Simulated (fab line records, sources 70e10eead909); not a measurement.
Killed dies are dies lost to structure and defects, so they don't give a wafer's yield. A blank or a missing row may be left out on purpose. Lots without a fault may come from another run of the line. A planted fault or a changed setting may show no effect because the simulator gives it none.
Chamber matching | flow nand_harc | NHARC_A_WL_FILL_ALD_00 on ald_hk-03: 4 sister chambers
The step deposits Al2O3, target thk 3 nm, pulse time 3 s, ald cycles 30. 20 wafers are shown with their chamber, then 10 later ones without.

WAFERS WITH THEIR CHAMBER
wafer  | chamber | heater_power_w (W) | precursor_pulse_height_rel
L075.4 | 1       | 465                | 1.007
L075.5 | 2       | 484                | 0.975
L075.6 | 1       | 465                | 1.030
L080.1 | 2       | 481                | 0.997
L080.5 | 0       | 479                | 1.013
L080.6 | 1       | 478                | 0.982
L083.3 | 1       | 467                | 1.053
L083.4 | 0       | 487                | 0.975
L083.5 | 0       | 488                | 1.016
L084.2 | 0       | 474                | 0.980
L084.4 | 1       | 477                | 0.999
L084.5 | 3       | 496                | 1.024
L087.2 | 2       | 484                | 0.973
L087.3 | 1       | 469                | 1.015
L087.6 | 3       | 505                | 1.023
L091.1 | 0       | 483                | 0.994
L091.3 | 3       | 508                | 0.975
L091.6 | 3       | 508                | 1.000
L097.1 | 0       | 486                | 0.980
L097.4 | 1       | 482                | 0.968

SIGNATURES (means of the wafers above)
reading                    | chamber 0 | chamber 1 | chamber 2 | chamber 3 | scatter within a chamber
heater_power_w             | 482.83    | 471.86    | 483.00    | 504.25    | 5.82
precursor_pulse_height_rel | 0.99300   | 1.00771   | 0.98167   | 1.00550   | 0.023
Rule: a wafer's distance from a chamber is the root of the sum, over the readings, of the square of ((its reading less the chamber's mean) divided by the reading's scatter). The wafer belongs to the nearest chamber; if the next one is less than 2 further off, it can't be placed. The scatter: the root of (the sum of the squares of (reading less its chamber's mean) over the shown wafers, divided by (wafers less chambers)).

WAFERS WITHOUT THEIR CHAMBER
wafer  | heater_power_w (W) | precursor_pulse_height_rel
L097.6 | 485                | 1.005
L094.3 | 527                | 0.986
L094.5 | 503                | 0.963
L094.6 | 479                | 0.991
L095.2 | 471                | 1.000
L095.3 | 500                | 0.983
L095.5 | 486                | 0.974
L096.1 | 502                | 0.974
L096.2 | 490                | 0.989
L096.4 | 474                | 0.976

WHICH CHAMBER EACH WENT THROUGH
wafer  | from the rows above               | in truth
L097.6 | can't be placed: 0 or 2 or 1      | 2
L094.3 | 3                                 | 3
L094.5 | can't be placed: 3 or 2 or 0      | 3
L094.6 | can't be placed: 0 or 2 or 1      | 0
L095.2 | can't be placed: 1 or 0 or 2      | 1
L095.3 | can't be placed: 3 or 2 or 0      | 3
L095.5 | can't be placed: 2 or 0           | 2
L096.1 | can't be placed: 3 or 2 or 0      | 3
L096.2 | can't be placed: 0 or 2 or 3 or 1 | 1
L096.4 | can't be placed: 1 or 2 or 0      | 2
Placed correctly: 1 of 10. Can't be placed from these rows: 9 (the true chamber is among the candidates in 9). Placed wrongly: 0.
